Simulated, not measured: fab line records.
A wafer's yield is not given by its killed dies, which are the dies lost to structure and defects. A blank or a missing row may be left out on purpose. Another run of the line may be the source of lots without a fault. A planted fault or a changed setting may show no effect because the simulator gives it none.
fab line records	flow n5-finfet
record lots=6	wafers=18	last-day=17
route steps=1938 shown GATE_CUT@484 BEOL_M4@1111 PASSIVATION@1936
lots that met no fault: from a run of the same line without faults
start-h: start of the lot's first displayed wafer, in hours after the record's first day	wait-h: time in hours since the lot's previous step	" same as the row above	L1.1+2: one row covering several wafers at once	- value missing, or start not given	* or withheld: withheld	< > ~ a bound
route shown NAME@n: NAME is a module with steps in the file, n the number in the route of the first one	usual: average and standard deviation across the fault-free wafers	same: alike in all rows	chamber/n: place in a boat	sites: the reading at each site	_std_site: their standard deviation	_edge_site: inner sites' mean taken away from outer sites' mean	radius-mm: for every site, how far away it sits from the centre of the wafer	mask NAME#n: copy n	behind: the tool/chamber that last shaped the wafer	hold: why the lot went on hold/how many hours it stayed there/how the hold came to an end	device: the n, p or np transistor that did not switch	end of line: tests run on the same wafers once the route is complete	step lacking rows: just its recipe	killed: count of dies lost to structure and defects at first sort (not the wafer's yield)	map: shows each die of a wafer: x if killed, . if not, _ if none is there
set.NAME: setting as actually run; set.NAME@STEP: the setting as run at that earlier step	model.NAME: the simulator's own value behind a step, which no gauge read
a table for each step, a row for each wafer; lots at some steps of the route
services: when a tool's chamber went out of use (start-h, in hours from the record's first day, below 0 if earlier), for how many hours, and the reason
## steps
# step N5_GATE_CUT_EXPOSE_10
# recipe mask-id=GATE_CUT	na=0.33	source-shape=annular	sigma-inner=0.35	sigma-outer=0.8	polarization=unpolarized	target-cd-nm=20	dose-mj=43.25
# step N5_GATE_CUT_PEB_11
# recipe peb-temp-c=100	peb-time-s=60	resist=CAR-EUV
# step N5_GATE_CUT_DEVELOP_12
# recipe develop-time-s=30	developer=TMAH	resist=CAR-EUV	rinse-liquid=surfactant-rinse	dry=air-spin	dev-temp-c=23
# step N5_GATE_CUT_CD_MEAS_13
# recipe target-cd-nm=20	landing-energy-ev=500	detector=se-inlens
# usual cd-nm=20.01/0.25
lot.wafer	tool	chamber	start-h	wait-h	cd-nm
L954.1	cd-sem-02	0	97.49	-	20.09
L954.2	"	0	"	"	19.65
L954.4	"	0	"	"	19.95
L956.2	cd-sem-02	0	108.06	-	19.90
L956.3	"	0	"	"	19.66
L956.6	"	0	"	"	19.42
L970.1	cd-sem-01	0	195.36	-	20.22
L970.3	"	0	"	"	20.09
L970.6	"	0	"	"	19.94
L973.1	cd-sem-03	0	209.13	-	20.16
L973.3	"	0	"	"	20.10
L973.6	"	0	"	"	20.02
L974.2	cd-sem-01	0	220.73	-	19.77
L974.4	"	0	"	"	19.78
L974.5	"	0	"	"	20.10
L975.1	cd-sem-02	0	220.91	-	19.98
L975.2	"	0	"	"	19.94
L975.5	"	0	"	"	20.44
# step N5_GATE_CUT_OVL_MEAS_14
# recipe points-per-wafer=522
# usual GATE_CUT_OVL=0.0/0.67
lot.wafer	tool	chamber	start-h	wait-h	GATE_CUT_OVL[nm]
L954.1	overlay-01	0	97.52	0.0	-0.4
L954.2	"	0	"	"	0.3
L954.4	"	0	"	"	0.6
L956.2	overlay-02	0	108.10	0.0	-0.8
L956.3	"	0	"	"	0.2
L956.6	"	0	"	"	-0.6
L970.1	overlay-01	0	195.39	0.0	0.3
L970.3	"	0	"	"	0.3
L970.6	"	0	"	"	0.7
L973.1	overlay-02	0	209.16	0.0	-0.3
L973.3	"	0	"	"	0.0
L973.6	"	0	"	"	-0.2
L974.2	overlay-01	0	220.77	0.0	-0.8
L974.4	"	0	"	"	-0.7
L974.5	"	0	"	"	-0.2
L975.1	overlay-01	0	220.94	0.0	-0.2
L975.2	"	0	"	"	0.9
L975.5	"	0	"	"	-0.3
# step N5_GATE_CUT_INSPECT_15
# recipe mode=adi	inspect-instrument=brightfield
# usual raw-defect-count=131/39
lot.wafer	tool	chamber	start-h	wait-h	raw-defect-count
L954.1	defect-inspect-02	-	97.57	0.1	211
L954.2	"	-	"	"	131
L954.4	"	-	"	"	105
L956.2	defect-inspect-01	-	108.15	0.0	156
L956.3	"	-	"	"	133
L956.6	"	-	"	"	115
L970.1	defect-inspect-01	-	195.45	0.1	159
L970.3	"	-	"	"	202
L970.6	"	-	"	"	151
L973.1	defect-inspect-01	-	209.21	0.1	86
L973.3	"	-	"	"	60
L973.6	"	-	"	"	64
L974.2	defect-inspect-01	-	220.82	0.0	64
L974.4	"	-	"	"	81
L974.5	"	-	"	"	113
L975.1	defect-inspect-01	-	221.00	0.1	110
L975.2	"	-	"	"	199
L975.5	"	-	"	"	138
# step N5_GATE_CUT_DESCUM_18
# recipe chemistry=O2	time-s=7	source-power-w=50	bias-power-w=20	pressure-mtorr=20	rf-frequency-hz=2.712e+07	temp-c=40	resist=CAR-EUV	o2-flow-sccm=225
# usual drypump-motor-current-A=5.7/0.53	oes-product-au=0.80/0.091	rf-vpp-V=243.8/1.2	showerhead-plenum-p-Torr=2.12/0.063	throttle-valve-pct=20.36/0.28
lot.wafer	tool	chamber	start-h	wait-h	drypump-motor-current-A	oes-product-au	rf-hours-counter-h	rf-vpp-V	showerhead-plenum-p-Torr	throttle-valve-pct
L954.1	rie-diel-02	0	97.64	0.1	6.1	0.79	120	245.9	2.18	19.99
L954.2	"	3	"	"	4.9	0.70	208	244.4	2.15	20.52
L954.4	"	1	"	"	5.8	0.71	215	242.6	2.06	20.81
L956.2	rie-diel-01	0	108.18	0.0	5.8	0.89	26	245.1	2.23	20.52
L956.3	"	2	"	"	4.8	0.87	57	242.9	2.04	20.12
L956.6	"	1	"	"	5.7	0.80	-	244.6	2.11	20.34
L970.1	rie-diel-02	1	195.48	0.0	5.8	0.69	245	242.8	2.05	20.84
L970.3	"	0	"	"	6.1	0.76	148	244.0	2.18	20.04
L970.6	"	2	"	"	5.1	0.81	-	242.7	2.03	20.45
L973.1	rie-diel-02	3	209.25	0.0	4.9	0.69	243	243.7	2.14	20.57
L973.3	"	2	"	"	5.1	0.81	91	241.6	2.03	20.45
L973.6	"	3	"	"	4.9	0.69	-	243.3	2.14	20.58
L974.2	rie-diel-02	3	220.86	0.0	4.9	0.68	246	243.6	2.14	20.59
L974.4	"	3	"	"	4.9	0.68	-	245.3	2.14	20.60
L974.5	"	0	"	"	6.1	0.75	-	244.6	2.17	20.05
L975.1	rie-diel-03	1	221.22	0.2	6.6	0.72	212	244.0	2.15	20.47
L975.2	"	0	"	"	5.6	0.92	31	242.3	2.05	19.95
L975.5	"	0	"	"	5.6	0.92	-	242.6	2.05	19.95
# step N5_GATE_CUT_ETCH_28
# recipe chemistry=N2/H2	target=underlayer	target-depth-a=130	mask-material=CAR-EUV	time-s=10.4	ion-energy-ev=200	pressure-mtorr=30	source-w=840	bias-w=150	n2-flow-sccm=200	h2-flow-sccm=200	ends=cleared
# usual drypump-motor-current-A=5.7/0.53	etch-rf-on-time-s=10.38/0.17	oes-product-au=0.68/0.079	rf-vpp-V=525.0/2.3	showerhead-plenum-p-Torr=2.58/0.081	throttle-valve-pct=17.78/0.25
lot.wafer	tool	chamber	start-h	wait-h	drypump-motor-current-A	etch-rf-on-time-s	oes-product-au	rf-hours-counter-h	rf-vpp-V	showerhead-plenum-p-Torr	throttle-valve-pct
L954.1	rie-diel-02	0	97.67	0.0	6.1	10.46	0.67	120	526.1	2.67	17.59
L954.2	"	3	"	"	4.9	10.55	0.60	208	526.3	2.62	17.91
L954.4	"	1	"	"	5.8	10.57	0.60	215	524.6	2.51	18.22
L956.2	rie-diel-01	0	108.22	0.0	5.8	10.20	0.76	26	529.3	2.70	17.79
L956.3	"	2	"	"	4.9	10.02	0.75	57	521.9	2.47	17.43
L956.6	"	1	"	"	5.7	10.18	0.70	-	525.4	2.57	17.74
L970.1	rie-diel-02	1	195.52	0.0	5.8	10.48	0.58	245	521.8	2.50	18.26
L970.3	"	0	"	"	6.1	10.36	0.66	148	526.6	2.66	17.63
L970.6	"	2	"	"	5.1	10.26	0.69	-	520.7	2.46	17.82
L973.1	rie-diel-02	3	209.28	0.0	4.9	10.58	0.57	243	525.4	2.60	17.95
L973.3	"	2	"	"	5.1	10.33	0.69	91	522.2	2.46	17.87
L973.6	"	3	"	"	4.9	10.65	0.58	-	526.4	2.60	17.96
L974.2	rie-diel-02	3	220.89	0.0	4.9	10.56	0.57	246	526.8	2.60	17.96
L974.4	"	3	"	"	4.9	10.58	0.58	-	525.6	2.60	17.97
L974.5	"	0	"	"	6.1	10.31	0.65	-	526.4	2.66	17.65
L975.1	rie-diel-03	1	221.25	0.0	6.6	10.59	0.61	212	527.0	2.62	17.90
L975.2	"	0	"	"	5.6	10.50	0.78	31	523.3	2.49	17.31
L975.5	"	0	"	"	5.6	10.55	0.78	-	522.5	2.49	17.31
# step N5_GATE_CUT_ETCH_36
# recipe chemistry=CF4	target=SiARC	target-depth-a=130	mask-material=CAR-EUV	time-s=21.7	ion-energy-ev=80	pressure-mtorr=40	source-w=545	bias-w=36	Ar_flow_sccm=100	cf4-flow-sccm=100	ends=cleared
# usual drypump-motor-current-A=5.7/0.53	etch-rf-on-time-s=21.6/0.32	oes-product-au=0.68/0.078	rf-vpp-V=184.4/1.2	showerhead-plenum-p-Torr=2.17/0.061	throttle-valve-pct=15.6/0.31
lot.wafer	tool	chamber	start-h	wait-h	drypump-motor-current-A	etch-rf-on-time-s	oes-product-au	rf-hours-counter-h	rf-vpp-V	showerhead-plenum-p-Torr	throttle-valve-pct
L954.1	rie-diel-02	0	97.69	0.0	6.1	21.6	0.67	120	184.1	2.23	15.2
L954.2	"	3	"	"	4.9	22.2	0.60	208	184.8	2.21	15.8
L954.4	"	1	"	"	5.8	21.8	0.61	215	183.1	2.12	16.0
L956.2	rie-diel-01	0	108.24	0.0	5.8	21.6	0.75	26	187.3	2.27	15.6
L956.3	"	2	"	"	4.8	21.2	0.74	57	183.6	2.09	15.3
L956.6	"	1	"	"	5.6	21.3	0.69	-	183.3	2.16	15.5
L970.1	rie-diel-02	1	195.54	0.0	5.8	21.7	0.58	245	182.5	2.11	16.1
L970.3	"	0	"	"	6.1	21.7	0.65	148	186.6	2.22	15.3
L970.6	"	2	"	"	5.0	21.4	0.69	-	182.2	2.08	15.6
L973.1	rie-diel-02	3	209.30	0.0	4.9	21.9	0.58	243	184.3	2.20	15.9
L973.3	"	2	"	"	5.1	21.4	0.69	91	184.9	2.08	15.6
L973.6	"	3	"	"	4.9	22.0	0.58	-	184.6	2.20	15.9
L974.2	rie-diel-02	3	220.91	0.0	4.9	21.9	0.58	246	185.4	2.19	15.9
L974.4	"	3	"	"	4.9	22.1	0.58	-	184.8	2.19	15.9
L974.5	"	0	"	"	6.1	21.4	0.65	-	185.4	2.22	15.3
L975.1	rie-diel-03	1	221.27	0.0	6.6	21.9	0.62	212	184.4	2.20	15.7
L975.2	"	0	"	"	5.7	21.9	0.77	31	184.1	2.10	15.1
L975.5	"	0	"	"	5.7	22.0	0.77	-	182.9	2.10	15.1
# step N5_GATE_CUT_ETCH_37
# recipe chemistry=N2/H2	target=SOC	target-depth-a=600	overetch-a=120	mask-material=SiARC	temp-c=40	time-s=90	ion-energy-ev=200	pressure-mtorr=30	source-w=840	bias-w=150	n2-flow-sccm=200	h2-flow-sccm=200
# usual drypump-motor-current-A=5.7/0.53	oes-product-au=0.71/0.079	rf-vpp-V=524.9/2.2	showerhead-plenum-p-Torr=2.58/0.081	throttle-valve-pct=17.76/0.25
lot.wafer	tool	chamber	start-h	wait-h	drypump-motor-current-A	oes-product-au	rf-hours-counter-h	rf-vpp-V	showerhead-plenum-p-Torr	throttle-valve-pct
L954.1	rie-diel-02	0	97.72	0.0	6.1	0.70	120	526.0	2.67	17.59
L954.2	"	3	"	"	4.9	0.64	208	526.1	2.62	17.87
L954.4	"	1	"	"	5.8	0.63	215	521.2	2.51	18.19
L956.2	rie-diel-01	0	108.26	0.0	5.8	0.78	26	528.5	2.70	17.76
L956.3	"	2	"	"	4.9	0.76	57	521.8	2.47	17.40
L956.6	"	1	"	"	5.7	0.72	-	523.3	2.57	17.73
L970.1	rie-diel-02	1	195.56	0.0	5.8	0.61	245	523.3	2.50	18.23
L970.3	"	0	"	"	6.1	0.69	148	526.4	2.66	17.61
L970.6	"	2	"	"	5.1	0.72	-	522.0	2.46	17.79
L973.1	rie-diel-02	3	209.33	0.0	4.9	0.62	243	526.7	2.60	17.92
L973.3	"	2	"	"	5.1	0.72	91	522.7	2.46	17.81
L973.6	"	3	"	"	4.9	0.62	-	526.6	2.60	17.94
L974.2	rie-diel-02	3	220.94	0.0	4.9	0.61	246	525.4	2.60	17.95
L974.4	"	3	"	"	4.9	0.61	-	526.0	2.60	17.94
L974.5	"	0	"	"	6.1	0.68	-	527.2	2.66	17.62
L975.1	rie-diel-03	1	221.30	0.0	6.6	0.65	212	525.4	2.62	17.88
L975.2	"	0	"	"	5.6	0.82	31	523.2	2.49	17.29
L975.5	"	0	"	"	5.6	0.82	-	524.0	2.49	17.29
# step N5_GATE_CUT_STRIP_38
# recipe chemistry=N2/H2	temp-c=40	n2-flow-sccm=200	h2-flow-sccm=200	rf-frequency-hz=6e+07
# step N5_GATE_CUT_STRIP_39
# recipe chemistry=N2/H2	temp-c=40	n2-flow-sccm=200	h2-flow-sccm=200	rf-frequency-hz=6e+07
# step N5_GATE_CUT_HM_OPEN_40
# recipe chemistry=C4F6/O2	target=SiO2	mask-material=SiARC	target-depth-a=1390	time-s=85.1	ion-energy-ev=250	pressure-mtorr=30	source-w=345	bias-w=185	Ar_flow_sccm=300	C4F6_flow_sccm=10	O2_flow_sccm=10	ends=cleared
# usual drypump-motor-current-A=5.7/0.53	etch-rf-on-time-s=93.6/1.5	oes_ar_750_au=0.80/0.088	oes-product-au=0.72/0.082	rf-vpp-V=667/4.5	showerhead-plenum-p-Torr=2.88/0.08	throttle-valve-pct=20.9/0.31
lot.wafer	tool	chamber	start-h	wait-h	drypump-motor-current-A	etch-rf-on-time-s	oes_ar_750_au	oes-product-au	rf-hours-counter-h	rf-vpp-V	showerhead-plenum-p-Torr	throttle-valve-pct
L954.1	rie-diel-02	0	97.80	0.0	6.1	95.2	0.79	0.71	120	666	2.96	20.5
L954.2	"	3	"	"	4.9	95.3	0.71	0.63	208	671	2.93	21.1
L954.4	"	1	"	"	5.8	95.4	0.70	0.62	215	667	2.82	21.4
L956.2	rie-diel-01	0	108.35	0.0	5.8	92.7	0.88	0.80	26	668	3.03	21.0
L956.3	"	2	"	"	4.9	90.4	0.85	0.78	57	667	2.77	20.6
L956.6	"	1	"	"	5.7	93.6	0.79	0.72	-	671	2.87	20.8
L970.1	rie-diel-02	1	195.65	0.0	5.8	93.9	0.68	0.62	245	666	2.81	21.4
L970.3	"	0	"	"	6.1	92.3	0.78	0.69	148	666	2.95	20.5
L970.6	"	2	"	"	5.0	93.8	0.81	0.73	-	660	2.77	21.0
L973.1	rie-diel-02	3	209.41	0.0	4.9	93.5	0.69	0.61	243	671	2.92	21.1
L973.3	"	2	"	"	5.1	95.6	0.81	0.72	91	660	2.77	21.0
L973.6	"	3	"	"	4.9	157.4	0.68	0.52	-	669	2.92	21.0
L974.2	rie-diel-02	3	221.02	0.0	4.9	92.7	0.68	0.62	246	670	2.91	21.1
L974.4	"	3	"	"	4.9	157.2	0.69	0.52	-	671	2.91	21.1
L974.5	"	0	"	"	6.1	156.8	0.77	0.57	-	665	2.94	20.5
L975.1	rie-diel-03	1	221.38	0.0	6.6	93.3	0.72	0.66	212	665	2.92	21.0
L975.2	"	0	"	"	5.7	93.2	0.90	0.82	31	674	2.79	20.4
L975.5	"	0	"	"	5.7	95.7	0.90	0.83	-	675	2.79	20.4
# step N5_GATE_CUT_STRIP_41
# recipe chemistry=CF4	resist=SiARC	power-w=300	bias-power-w=75	pressure-mtorr=50	cf4-flow-sccm=150	rf-frequency-hz=6e+07
# usual drypump-motor-current-A=5.7/0.53	oes-product-au=0.184/0.021	rf-vpp-V=271.7/1.5	showerhead-plenum-p-Torr=1.82/0.052	throttle-valve-pct=13.5/0.32
lot.wafer	tool	chamber	start-h	wait-h	drypump-motor-current-A	oes-product-au	rf-hours-counter-h	rf-vpp-V	showerhead-plenum-p-Torr	throttle-valve-pct
L954.1	rie-diel-02	0	97.86	0.0	6.1	0.183	121	272.9	1.87	13.2
L954.2	"	3	"	"	4.9	0.169	208	271.6	1.85	13.8
L954.4	"	1	"	"	5.8	0.160	215	271.6	1.77	14.0
L956.2	rie-diel-01	0	108.41	0.0	5.8	0.204	26	272.8	1.90	13.5
L956.3	"	2	"	"	4.9	0.196	57	270.9	1.75	13.3
L956.6	"	1	"	"	5.6	0.187	-	272.1	1.81	13.5
L970.1	rie-diel-02	1	195.71	0.0	5.8	0.159	245	270.4	1.76	14.1
L970.3	"	0	"	"	6.1	0.177	148	272.4	1.86	13.3
L970.6	"	2	"	"	5.0	0.185	-	268.9	1.74	13.6
L973.1	rie-diel-02	3	209.47	0.0	4.9	0.157	243	271.9	1.84	13.9
L973.3	"	2	"	"	5.1	0.181	91	270.1	1.74	13.6
L973.6	"	3	"	"	4.9	0.163	-	272.8	1.84	13.9
L974.2	rie-diel-02	3	221.08	0.0	4.9	0.154	246	270.8	1.84	13.9
L974.4	"	3	"	"	4.9	0.154	-	271.6	1.84	13.9
L974.5	"	0	"	"	6.1	0.178	-	273.2	1.86	13.3
L975.1	rie-diel-03	1	221.44	0.0	6.6	0.168	212	272.9	1.84	13.7
L975.2	"	0	"	"	5.6	0.206	31	270.8	1.75	13.0
L975.5	"	0	"	"	5.6	0.213	-	270.0	1.75	13.0
# step N5_BEOL_M4_RC_MEAS_101
# usual DIBL_N=36.3/1.4	DIBL_P=36.2/1.5	IOFF_N=0.160/0.021	IOFF_P=0.211/0.027	ION_N=676/7.7	ION_P=463/5.5	SS_N=71.4/0.57	SS_P=73.3/0.58	VT_N=249.3/2.5	VT_P=-250.1/2.6
lot.wafer	tool	chamber	start-h	wait-h	DIBL_N[mV/V]	DIBL_P[mV/V]	IOFF_N[nA/um]	IOFF_P[nA/um]	ION_N[uA/um]	ION_P[uA/um]	SS_N[mV/dec]	SS_P[mV/dec]	VT_N[mV]	VT_P[mV]
L954.1	prober-01	0	186.17	0.0	35.0	34.9	0.153	0.194	679	465	71.6	73.1	251.5	-250.2
L954.2	"	0	"	"	38.0	39.2	0.222	0.272	688	474	72.5	73.7	245.6	-248.3
L954.4	"	0	"	"	36.8	37.9	0.192	0.233	690	462	71.9	73.1	247.1	-247.0
L956.2	prober-02	0	189.22	0.2	36.8	37.2	0.173	0.187	680	459	71.1	72.8	248.1	-253.8
L956.3	"	0	"	"	36.9	38.3	0.183	0.199	684	463	71.6	73.1	245.8	-252.4
L956.6	"	0	"	"	36.9	37.6	0.168	0.188	679	464	70.8	72.3	247.7	-256.4
L970.1	prober-02	0	283.45	0.0	36.4	35.3	0.161	0.211	683	469	70.4	72.6	246.2	-251.2
L970.3	"	0	"	"	37.1	35.9	0.173	0.216	679	462	71.5	73.4	247.0	-248.9
L970.6	"	0	"	"	36.0	35.6	0.173	0.221	689	472	71.1	73.3	244.2	-249.5
L973.1	prober-01	0	300.62	0.0	35.0	36.0	0.140	0.211	667	465	71.1	72.8	250.3	-250.5
L973.3	"	0	"	"	36.2	38.5	0.167	0.231	676	462	71.1	73.8	247.4	-247.8
L973.6	"	0	"	"	33.9	35.6	0.123	0.192	664	462	71.1	73.3	253.1	-251.2
L974.2	prober-01	0	308.47	0.2	35.3	35.3	0.154	0.207	680	471	71.7	73.1	250.3	-251.8
L974.4	"	0	"	"	34.4	34.6	0.138	0.186	663	460	70.7	72.6	254.1	-249.7
L974.5	"	0	"	"	36.3	36.6	0.164	0.222	673	463	72.2	73.5	249.9	-250.5
L975.1	prober-01	0	313.17	0.0	35.4	35.1	0.131	0.199	674	464	71.6	72.8	253.6	-252.5
L975.2	"	0	"	"	39.0	38.7	0.198	0.253	678	463	72.7	73.9	248.9	-249.4
L975.5	"	0	"	"	35.8	35.4	0.136	0.192	668	455	72.0	72.1	253.2	-252.4
# step N5_PASSIVATION_PROBE_49
# usual defect-limited-yield=91.3/1.4	killed_at_M0_to_M3=34/10	killed_at_M4_up=13/4.8	killed-at-contacts=12/6.1	killed-at-front-end=40/11	killed-at-other=3.7/2.8	killed-dies=103/16	killed-open=67/12	killed-short=34/7.4	sort_bin_5_function=5.1/0.95	sort_bin_6_memory=3.2/0.62	sort-n-pass=1077/16	sort-yield-pct=91.3/1.4
# same gross-dies=1180	killed-at-back-side=0	sort_bin_4_leakage[%]=0	sort_bin_8_speed[%]=0
lot.wafer	tool	chamber	start-h	wait-h	defect-limited-yield[%]	killed_at_M0_to_M3	killed_at_M4_up	killed-at-contacts	killed-at-front-end	killed-at-other	killed-dies	killed-open	killed-short	sort_bin_5_function[%]	sort_bin_6_memory[%]	sort-n-pass	sort-yield-pct[%]
L954.1	prober-02	-	288.39	0.0	91.0	40	12	3	48	3	106	69	35	4.8	3.5	1074	91.0
L954.2	prober-02	-	288.44	0.1	93.1	32	7	7	36	0	82	59	22	4.2	2.5	1098	93.1
L954.4	prober-02	-	288.54	0.2	92.6	26	12	11	33	5	87	64	22	4.4	2.7	1093	92.6
L974.2	prober-02	-	410.97	0.1	90.7	38	6	12	50	4	110	66	42	4.9	3.9	1070	90.7
L974.4	prober-02	-	411.07	0.2	92.3	39	6	14	30	2	91	58	33	4.9	2.5	1089	92.3
L974.5	prober-02	-	411.12	0.2	91.2	35	16	11	38	4	104	67	36	5.8	2.7	1076	91.2
# killed by level:class
L954.1 BEOL_M2:geometric-particle:open=17 STI_FIN_REVEAL:geometric-particle:open=12 FIN_SAQP:geometric-particle:open=7 BEOL_M4:geometric-particle:open=6 BEOL_M3:geometric-particle:open=6 FIN_SAQP:geometric-particle:short=5 GATE_CUT:geometric-particle:short=5 STARTING-WAFER:geometric-particle:short=5
L954.2 STI_FIN_REVEAL:geometric-particle:open=16 BEOL_M2:geometric-particle:open=12 BEOL_M1:geometric-particle:open=6 MOL_CONTACT_COAG:geometric-particle:open=5 BEOL_M3:geometric-particle:open=5 GATE_CUT:geometric-particle:short=3 BEOL_M0_SAQP:geometric-particle:open=3 BEOL_M4:geometric-particle:open=3
L954.4 MOL_CONTACT_COAG:geometric-particle:open=10 FIN_SAQP:geometric-particle:open=9 BEOL_M4:geometric-particle:open=7 STI_FIN_REVEAL:geometric-particle:open=6 FIN_SAQP:geometric-particle:short=5 BEOL_M0_SAQP:geometric-particle:open=5 BEOL_M2:geometric-particle:open=5 BEOL_M0_SAQP:geometric-particle:short=4
L974.2 FIN_SAQP:geometric-particle:short=13 BEOL_M0_SAQP:geometric-particle:open=12 MOL_CONTACT_COAG:geometric-particle:open=10 FIN_SAQP:geometric-particle:open=7 STARTING-WAFER:geometric-particle:short=6 STI_FIN_REVEAL:geometric-particle:open=6 BEOL_M0_SAQP:geometric-particle:short=6 BEOL_M2:geometric-particle:open=6
L974.4 MOL_CONTACT_COAG:geometric-particle:open=13 BEOL_M0_SAQP:geometric-particle:short=12 BEOL_M0_SAQP:geometric-particle:open=12 STI_FIN_REVEAL:geometric-particle:open=8 BEOL_M2:geometric-particle:open=8 FIN_SAQP:geometric-particle:short=5 FIN_SAQP:geometric-particle:open=3 ILD0:geometric-particle:short=3
L974.5 FIN_SAQP:geometric-particle:short=11 BEOL_M0_SAQP:geometric-particle:short=11 STI_FIN_REVEAL:geometric-particle:open=10 MOL_CONTACT_COAG:geometric-particle:open=10 BEOL_M4:geometric-particle:open=9 BEOL_M0_SAQP:geometric-particle:open=8 BEOL_M1:geometric-particle:open=5 FIN_SAQP:geometric-particle:open=4
## services
tool	chamber	start-h	hours	kind
rie-diel-03	3	85.72	-	clean
rie-diel-03	3	85.72	-	consumable-replace:focus-ring
rie-diel-03	3	85.72	16.5	scheduled-down
rie-diel-03	3	85.72	16.5	vent-cycle
rie-diel-02	3	88.48	5.4	repair
rie-diel-03	0	102.26	-	clean
rie-diel-03	0	102.26	-	consumable-replace:focus-ring
rie-diel-03	0	102.26	15.1	scheduled-down
rie-diel-03	0	102.26	15.1	vent-cycle
rie-diel-01	3	135.89	14.2	repair
rie-diel-02	0	141.71	3.3	repair
rie-diel-03	3	151.46	4.3	repair
rie-diel-03	2	170.31	8.0	repair
rie-diel-02	1	210.87	-	clean
rie-diel-02	1	210.87	-	consumable-replace:focus-ring
rie-diel-02	1	210.87	26.1	scheduled-down
rie-diel-02	1	210.87	26.1	vent-cycle
rie-diel-03	3	214.67	3.1	repair
rie-diel-01	0	216.59	1.2	repair
rie-diel-02	-	219.04	0.7	repair
## key
first-sign step=N5_GATE_CUT_HM_OPEN_40	reading=etch-rf-on-time-s	direction=up	sigmas=42	usual=*	struck=*
effect step=N5_GATE_CUT_HM_OPEN_40	reading=oes-product-au	direction=down	sigmas=2.3	usual=0.72	struck=0.54
met-at N5_GATE_CUT_HM_OPEN_40
struck-wafers L973.6,L974.4,L974.5
onset-between 195.65 209.41
fault kind=process-parameter-drift	tool=rie-diel-02	chamber=-	onset-h=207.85	steps=N5_GATE_CUT_HM_OPEN_40	channel=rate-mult	offset=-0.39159	shape=step	end-h=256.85	scope=struck-wafers-only
